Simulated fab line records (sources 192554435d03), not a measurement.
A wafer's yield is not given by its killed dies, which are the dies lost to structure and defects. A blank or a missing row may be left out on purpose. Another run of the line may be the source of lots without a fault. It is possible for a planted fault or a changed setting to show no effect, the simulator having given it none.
fab line records -- flow n5_finfet
record: lots: 5, wafers: 14, last_day: 16
route steps=1938 shown BEOL_M6@1212 PASSIVATION@1936
lots untouched by any fault: they come from a run of this same line in which no faults occurred
start_h: start of the lot's first displayed wafer, in hours after the record's first day -- wait_h: hours from the lot's prior step to this one -- " unchanged from the row above -- L1.1+2: several wafers, shown together as one row -- - value missing, or start not given -- * or withheld: withheld -- < > ~ a bound
route shown NAME@n: names a module that has steps shown in the file, with the first one's number in the route -- usual: mean/standard deviation taken from wafers without a fault -- same: alike in all rows -- chamber/n: place in a boat -- sites: each site's reading -- _std_site: the standard deviation of these -- _edge_site: outer sites' mean less inner sites' -- radius_mm: for every site, how far away it sits from the centre of the wafer -- mask NAME#n: copy n -- behind: the most recent tool/chamber to have shaped the wafer -- hold: why the lot went on hold/how many hours it stayed there/how the hold came to an end -- device: whichever transistor did not switch (one of n, p or np) -- end of line: the tests these same wafers got at the end of their route -- for a step that has no rows: nothing shown but its recipe -- killed: dies that structure and defects cost at the first sort, which is not the same as the wafer's yield -- map: per-die view of a wafer (x killed, . not killed, _ where there is no die)
set.NAME: setting as actually run; set.NAME@STEP: the setting as run at that earlier step -- model.NAME: the simulator's own value behind a step, which no gauge read
lots at selected steps of the route; one table per step, one row per wafer
services: a tool's chamber out of use, with start hour (start_h, from the record's first day; less than 0 if before it), hours out, and reason
== steps ==
step: N5_BEOL_M6_ETCH_62
recipe: chemistry: N2/H2, target: SOC, target_depth_a: 1100, overetch_a: 220, mask_material: SiARC, temp_c: 40, time_s: 165, ion_energy_ev: 200, pressure_mtorr: 30, source_w: 840, bias_w: 150, n2_flow_sccm: 200, h2_flow_sccm: 200
step: N5_BEOL_M6_STRIP_68
recipe: chemistry: N2/H2, temp_c: 40, n2_flow_sccm: 200, h2_flow_sccm: 200, rf_frequency_hz: 6e+07
step: N5_BEOL_M6_STRIP_67
recipe: chemistry: CF4, resist: SiARC, power_w: 300, bias_power_w: 75, pressure_mtorr: 50, cf4_flow_sccm: 150, rf_frequency_hz: 6e+07
step: N5_BEOL_M6_HM_OPEN_17
recipe: chemistry: Cl2/BCl3, target_depth_a: 200, overetch_a: 60, target: TiN, mask_material: SOC, ion_energy_ev: 150, pressure_mtorr: 10, icp_w: 1000, bias_w: 126, Cl2_flow_sccm: 53.25, bcl3_flow_sccm: 21.75, Ar_flow_sccm: 25
step: N5_BEOL_M6_STRIP_19
recipe: chemistry: O2, power_w: 400, temp_c: 40, pressure_mtorr: 30, rf_frequency_hz: 6e+07, bias_power_w: 0, overash_fraction: 0.2, o2_flow_sccm: 225
step: N5_BEOL_M6_COAT_63
recipe: resist: SOC, temp_c: 250, time_s: 60, spin_rpm: 1500, resist_thk_nm: 60
step: N5_BEOL_M6_COAT_64
recipe: resist: SiARC, temp_c: 220, time_s: 60, spin_rpm: 1500, resist_thk_nm: 12
step: N5_BEOL_M6_COAT_71
recipe: resist: underlayer, temp_c: 205, time_s: 60, spin_rpm: 1500, resist_thk_nm: 5
step: N5_BEOL_M6_COAT_22
recipe: resist: CAR-EUV, spin_rpm: 1500, resist_thk_nm: 30
step: N5_BEOL_M6_EBR_24
recipe: solvent: PGMEA, ebr_width_mm: 1.5
step: N5_BEOL_M6_SOFTBAKE_23
recipe: temp_c: 110, time_s: 60, resist: CAR-EUV
step: N5_BEOL_M6_EXPOSE_25
recipe: mask_id: V5, na: 0.33, source_shape: annular, sigma_inner: 0.4, sigma_outer: 0.8, polarization: unpolarized, target_cd_nm: 40, dose_mj: 45
usual: focus_offset_nm: -0.1/0.61
lot.wafer,tool,chamber,start_h,wait_h,mask,focus_offset_nm
L905.1,euv_scanner-01,0,203.42,-,V5#0,-0.1
L905.2,euv_scanner-01,0,203.42,-,V5#0,0.0
L905.6,euv_scanner-01,0,203.42,-,V5#0,1.0
L911.1,euv_scanner-02,0,241.45,-,V5#0,-0.1
L911.4,euv_scanner-02,0,241.45,-,V5#0,-0.9
L911.5,euv_scanner-02,0,241.45,-,V5#0,0.1
L915.2,euv_scanner-02,0,272.32,-,V5#0,0.3
L915.3,euv_scanner-02,0,272.32,-,V5#0,0.3
L915.5,euv_scanner-02,0,272.32,-,V5#0,0.4
L920.3,euv_scanner-02,0,296.16,-,V5#0,-0.3
L920.5,euv_scanner-02,0,296.16,-,V5#0,0.3
L922.1,euv_scanner-02,0,304.35,-,V5#0,-0.6
L922.3,euv_scanner-02,0,304.35,-,V5#0,-0.8
L922.5,euv_scanner-02,0,304.35,-,V5#0,-1.1
step: N5_BEOL_M6_PEB_26
recipe: peb_temp_c: 100, peb_time_s: 60, resist: CAR-EUV
step: N5_BEOL_M6_DEVELOP_27
recipe: develop_time_s: 30, developer: TMAH, resist: CAR-EUV, rinse_liquid: surfactant_rinse, dry: air_spin, dev_temp_c: 23
step: N5_BEOL_M6_CD_MEAS_28
recipe: target_cd_nm: 40, landing_energy_ev: 500, detector: se_inlens
usual: cd_nm: 40.03/0.23
lot.wafer,tool,chamber,start_h,wait_h,cd_nm
L905.1,cd_sem-03,0,203.56,-,40.11
L905.2,cd_sem-03,0,203.56,-,39.98
L905.6,cd_sem-03,0,203.56,-,40.16
L911.1,cd_sem-02,0,241.58,-,40.21
L911.4,cd_sem-02,0,241.58,-,40.22
L911.5,cd_sem-02,0,241.58,-,39.80
L915.2,cd_sem-03,0,272.45,-,43.43
L915.3,cd_sem-03,0,272.45,-,43.51
L915.5,cd_sem-03,0,272.45,-,40.20
L920.3,cd_sem-03,0,296.29,-,43.31
L920.5,cd_sem-03,0,296.29,-,39.70
L922.1,cd_sem-01,0,304.48,-,39.89
L922.3,cd_sem-01,0,304.48,-,43.71
L922.5,cd_sem-01,0,304.48,-,39.78
step: N5_BEOL_M6_DESCUM_33
recipe: chemistry: O2, time_s: 7, source_power_w: 50, bias_power_w: 20, pressure_mtorr: 20, rf_frequency_hz: 2.712e+07, temp_c: 40, resist: CAR-EUV, o2_flow_sccm: 225
usual: bias_power_w: 20.01/0.064, drypump_motor_current_A: 6.0/0.48, oes_product_au: 0.80/0.088, rf_vpp_V: 243.3/1.3, showerhead_plenum_p_Torr: 2.11/0.068, throttle_valve_pct: 20.37/0.26
lot.wafer,tool,chamber,start_h,wait_h,bias_power_w,drypump_motor_current_A,oes_product_au,rf_hours_counter_h,rf_vpp_V,showerhead_plenum_p_Torr,throttle_valve_pct,model.BEOL_M6.cd_nm
L905.1,rie_diel-05,2,204.13,0.5,19.97,6.5,0.75,160,243.4,2.09,20.43,40.2
L905.2,rie_diel-05,1,204.13,0.5,19.95,6.3,0.97,6,244.0,2.15,20.12,40
L905.6,rie_diel-05,3,204.13,0.5,20.01,5.5,0.76,-,245.7,2.19,20.58,40.2
L911.1,rie_diel-04,1,242.34,0.7,20.01,5.7,0.76,156,242.1,2.08,20.68,40
L911.4,rie_diel-04,1,242.34,0.7,20.08,5.7,0.76,-,244.2,2.08,20.69,40
L911.5,rie_diel-04,3,242.34,0.7,19.96,5.7,0.71,-,244.2,2.16,20.20,40
L915.2,rie_diel-05,1,272.57,0.0,19.96,6.3,0.90,32,243.6,2.14,20.17,43.4
L915.3,rie_diel-05,2,272.57,0.0,20.02,6.6,0.74,186,242.9,2.08,20.46,43.4
L915.5,rie_diel-05,3,272.57,0.0,19.89,5.6,0.75,-,242.9,2.19,20.64,40
L920.3,rie_diel-01,1,296.49,0.1,20.05,6.6,0.82,100,242.8,2.12,20.84,43.4
L920.5,rie_diel-01,3,296.49,0.1,19.96,5.1,1.00,-,245.4,2.24,20.12,40
L922.1,rie_diel-04,3,304.60,0.0,20.00,5.6,0.69,244,244.2,2.15,20.23,40
L922.3,rie_diel-04,2,304.60,0.0,20.10,5.7,0.85,41,243.6,2.13,19.98,43.4
L922.5,rie_diel-04,0,304.60,0.0,20.06,6.6,0.93,-,245.3,2.23,19.91,40.2
step: N5_BEOL_M6_ETCH_72
recipe: chemistry: N2/H2, target: underlayer, target_depth_a: 65, mask_material: CAR-EUV, time_s: 5.2, ion_energy_ev: 200, pressure_mtorr: 30, source_w: 840, bias_w: 150, n2_flow_sccm: 200, h2_flow_sccm: 200, ends: cleared
step: N5_BEOL_M6_ETCH_65
recipe: chemistry: CF4, target: SiARC, target_depth_a: 156, mask_material: CAR-EUV, time_s: 26, ion_energy_ev: 80, pressure_mtorr: 40, source_w: 545, bias_w: 36, Ar_flow_sccm: 100, cf4_flow_sccm: 100, ends: cleared
step: N5_BEOL_M6_ETCH_66
recipe: chemistry: N2/H2, target: SOC, target_depth_a: 800, overetch_a: 160, mask_material: SiARC, temp_c: 40, time_s: 120, ion_energy_ev: 200, pressure_mtorr: 30, source_w: 840, bias_w: 150, n2_flow_sccm: 200, h2_flow_sccm: 200
step: N5_BEOL_M6_STRIP_69
recipe: chemistry: N2/H2, temp_c: 40, n2_flow_sccm: 200, h2_flow_sccm: 200, rf_frequency_hz: 6e+07
step: N5_BEOL_M6_STRIP_73
recipe: chemistry: N2/H2, temp_c: 40, n2_flow_sccm: 200, h2_flow_sccm: 200, rf_frequency_hz: 6e+07
step: N5_BEOL_M6_VIA_ETCH_34
recipe: chemistry: C4F6/O2, target: SiCOH_lowk, target_depth_a: 1263, mask_material: SOC, taper_deg: 4, time_s: 50.9, ion_energy_ev: 250, pressure_mtorr: 30, source_w: 345, bias_w: 185, Ar_flow_sccm: 300, C4F6_flow_sccm: 10, O2_flow_sccm: 10
usual: drypump_motor_current_A: 6.0/0.48, oes_ar_750_au: 0.80/0.081, oes_product_au: 0.79/0.087, rf_vpp_V: 667/4.9, showerhead_plenum_p_Torr: 2.87/0.088, throttle_valve_pct: 20.85/0.27
lot.wafer,tool,chamber,start_h,wait_h,drypump_motor_current_A,oes_ar_750_au,oes_product_au,rf_hours_counter_h,rf_vpp_V,showerhead_plenum_p_Torr,throttle_valve_pct,model.BEOL_M6.cd_nm
L905.1,rie_diel-05,2,204.31,0.0,6.6,0.77,0.75,160,663,2.85,20.91,40
L905.2,rie_diel-05,1,204.31,0.0,6.2,0.94,0.96,6,675,2.92,20.60,40
L905.6,rie_diel-05,3,204.31,0.0,5.6,0.77,0.77,-,667,2.98,21.08,40.4
L911.1,rie_diel-04,1,242.52,0.0,5.7,0.76,0.75,156,665,2.84,21.16,40
L911.4,rie_diel-04,1,242.52,0.0,5.7,0.76,0.76,-,666,2.84,21.18,40
L911.5,rie_diel-04,3,242.52,0.0,5.7,0.71,0.69,-,667,2.94,20.74,40
L915.2,rie_diel-05,1,272.75,0.0,6.3,0.89,0.90,32,674,2.91,20.62,43.2
L915.3,rie_diel-05,2,272.75,0.0,6.6,0.75,0.74,186,664,2.83,20.96,43.2
L915.5,rie_diel-05,3,272.75,0.0,5.6,0.75,0.74,-,666,2.97,21.10,40
L920.3,rie_diel-01,1,296.67,0.0,6.6,0.82,0.82,100,671,2.88,21.32,43.4
L920.5,rie_diel-01,3,296.67,0.0,5.1,1.00,0.99,-,669,3.04,20.60,39.8
L922.1,rie_diel-04,3,304.78,0.0,5.6,0.69,0.69,244,666,2.93,20.79,40
L922.3,rie_diel-04,2,304.78,0.0,5.8,0.84,0.85,41,657,2.90,20.42,43.6
L922.5,rie_diel-04,0,304.78,0.0,6.6,0.91,0.93,-,674,3.01,20.31,40.6
step: N5_BEOL_M6_STRIP_76
recipe: chemistry: C4F6/O2, resist: SiARC, rf_frequency_hz: 6e+07
step: N5_PASSIVATION_PROBE_49
usual: defect_limited_yield: 91.3/1.5, killed_at_M0_to_M3: 35/10, killed_at_M4_up: 13/5.3, killed_at_contacts: 12/5.7, killed_at_front_end: 39/11, killed_at_other: 3.3/2.7, killed_dies: 102/18, killed_open: 67/13, killed_short: 34/7.8, sort_bin_5_function: 5.1/1, sort_bin_6_memory: 3.3/0.68, sort_n_pass: 1078/18, sort_yield_pct: 91.3/1.5
same: gross_dies: 1180, killed_at_back_side: 0, sort_bin_4_leakage[%]: 0, sort_bin_8_speed[%]: 0
lot.wafer,tool,chamber,start_h,wait_h,defect_limited_yield[%],killed_at_M0_to_M3,killed_at_M4_up,killed_at_contacts,killed_at_front_end,killed_at_other,killed_dies,killed_open,killed_short,sort_bin_5_function[%],sort_bin_6_memory[%],sort_n_pass,sort_yield_pct[%]
L905.1,prober-02,-,277.17,0.0,93.2,19,16,5,39,1,80,58,21,4.7,1.9,1100,93.2
L905.2,prober-02,-,277.22,0.1,93.7,26,12,8,26,2,74,47,27,4.2,1.9,1106,93.7
L905.6,prober-02,-,277.42,0.3,94.4,18,11,10,26,1,66,42,24,3.1,2.5,1114,94.4
L915.2,prober-02,-,358.83,0.4,89.1,47,22,11,46,3,129,77,46,6.2,3.7,1051,89.1
L915.3,prober-02,-,358.88,0.4,91.7,21,16,14,42,5,98,67,30,4.8,3.1,1082,91.7
L915.5,prober-02,-,358.98,0.5,89.5,47,23,20,34,0,124,76,48,6.7,3.7,1056,89.5
L920.3,prober-02,-,383.28,0.1,92.6,32,11,19,22,3,87,51,31,3.8,2.9,1093,92.6
L922.3,prober-01,-,389.22,0.1,91.5,14,14,15,57,0,100,65,28,4.2,3.6,1080,91.5
killed by level:class
L905.1 FIN_SAQP:geometric_particle:open=12 STI_FIN_REVEAL:geometric_particle:open=5 DUMMY_GATE:geometric_particle:open=5 MOL_CONTACT_COAG:geometric_particle:open=4 BEOL_M0_SAQP:geometric_particle:open=4 BEOL_M0_SAQP:geometric_particle:short=4 STARTING-WAFER:geometric_particle:open=4 FIN_SAQP:geometric_particle:short=3
L905.2 BEOL_M2:geometric_particle:open=10 DUMMY_GATE:geometric_particle:open=5 MOL_CONTACT_COAG:geometric_particle:open=5 BEOL_M2:geometric_particle:short=5 BEOL_M1:geometric_particle:open=4 BEOL_M4:geometric_particle:open=4 STARTING-WAFER:geometric_particle:open=4 FIN_SAQP:geometric_particle:open=3
L905.6 MOL_CONTACT_COAG:geometric_particle:open=6 BEOL_M2:geometric_particle:open=5 FIN_SAQP:geometric_particle:short=4 MOL_CONTACT_COAG:geometric_particle:short=4 FIN_SAQP:geometric_particle:open=3 BEOL_M0_SAQP:geometric_particle:short=3 BEOL_M0_SAQP:geometric_particle:open=3 BEOL_M3:geometric_particle:open=3
L915.2 BEOL_M0_SAQP:geometric_particle:open=12 MOL_CONTACT_COAG:geometric_particle:open=11 BEOL_M0_SAQP:geometric_particle:short=9 FIN_SAQP:geometric_particle:short=8 BEOL_M0:geometric_particle:open=7 BEOL_M2:geometric_particle:open=7 FIN_SAQP:geometric_particle:open=6 GATE_CUT:geometric_particle:open=6
L915.3 BEOL_M4:geometric_particle:open=11 FIN_SAQP:geometric_particle:open=10 STI_FIN_REVEAL:geometric_particle:open=10 MOL_CONTACT_COAG:geometric_particle:open=10 BEOL_M0_SAQP:geometric_particle:open=8 FIN_SAQP:geometric_particle:short=6 MOL_CONTACT_COAG:geometric_particle:short=4 STARTING-WAFER:geometric_particle:short=4
L915.5 MOL_CONTACT_COAG:geometric_particle:open=16 FIN_SAQP:geometric_particle:short=13 BEOL_M0_SAQP:geometric_particle:short=10 BEOL_M0:geometric_particle:open=9 BEOL_M1:geometric_particle:open=8 BEOL_M4:geometric_particle:open=7 FIN_SAQP:geometric_particle:open=6 BEOL_M3:geometric_particle:open=5
L920.3 MOL_CONTACT_COAG:geometric_particle:open=15 BEOL_M0_SAQP:geometric_particle:short=8 BEOL_M4:geometric_particle:open=6 BEOL_M3:geometric_particle:open=6 FIN_SAQP:geometric_particle:short=4 MOL_CONTACT_COAG:geometric_particle:short=4 BEOL_M0_SAQP:geometric_particle:open=4 BEOL_M1:geometric_particle:open=4
L922.3 FIN_SAQP:geometric_particle:open=22 FIN_SAQP:geometric_particle:short=16 MOL_CONTACT_COAG:geometric_particle:open=14 BEOL_M1:geometric_particle:open=5 STI_FIN_REVEAL:geometric_particle:open=4 BEOL_M1:geometric_particle:short=4 STI_FIN_REVEAL:geometric_particle:short=3 GATE_CUT:geometric_particle:open=3
== services ==
tool,chamber,start_h,hours,kind
rie_diel-01,-,182.64,29.3,repair
euv_scanner-02,-,186.28,1.0,pm
euv_scanner-01,-,189.81,1.0,pm
euv_scanner-02,-,206.29,1.0,repair
rie_diel-04,2,210.03,5.3,repair
rie_diel-04,1,217.31,5.0,repair
rie_diel-01,3,221.31,4.5,repair
rie_diel-04,0,226.04,-,clean
rie_diel-04,0,226.04,-,consumable_replace:focus_ring
rie_diel-04,0,226.04,-,consumable_replace:showerhead
rie_diel-04,0,226.04,31.1,scheduled_down
rie_diel-04,0,226.04,31.1,vent_cycle
euv_scanner-01,-,240.13,4.6,pm
rie_diel-01,2,240.16,6.1,repair
euv_scanner-02,-,244.73,1.0,pm
euv_scanner-01,-,245.96,1.0,pm
euv_scanner-02,-,246.97,4.6,pm
rie_diel-04,1,265.61,2.8,repair
rie_diel-04,1,270.86,4.3,repair
rie_diel-04,3,283.85,4.2,repair
rie_diel-01,1,284.52,2.1,repair
euv_scanner-01,-,297.22,9.2,repair
rie_diel-04,2,298.45,3.9,repair
rie_diel-01,3,303.05,3.8,repair
== key ==
first_sign: step: N5_BEOL_M6_CD_MEAS_28, reading: cd_nm, direction: up, sigmas: 15, usual: 40.03, struck: 43.49
effect none on later readings
model_effect: step: N5_BEOL_M6_DESCUM_33, value: BEOL_M6.cd_nm, without: 40, struck: 43.4
model_effect: step: N5_BEOL_M6_VIA_ETCH_34, value: BEOL_M6.cd_nm, without: 39.9, struck: 43.35
met_at N5_BEOL_M6_EXPOSE_25
struck_wafers L915.2,L915.3,L920.3,L922.3
onset_between 241.45 272.32
fault: kind: process_parameter_drift, tool: euv_scanner-02, chamber: -, onset_h: 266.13, steps: N5_BEOL_M6_EXPOSE_25, channel: focus_nm, offset: 125.44, shape: step, end_h: 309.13, scope: struck_wafers_only
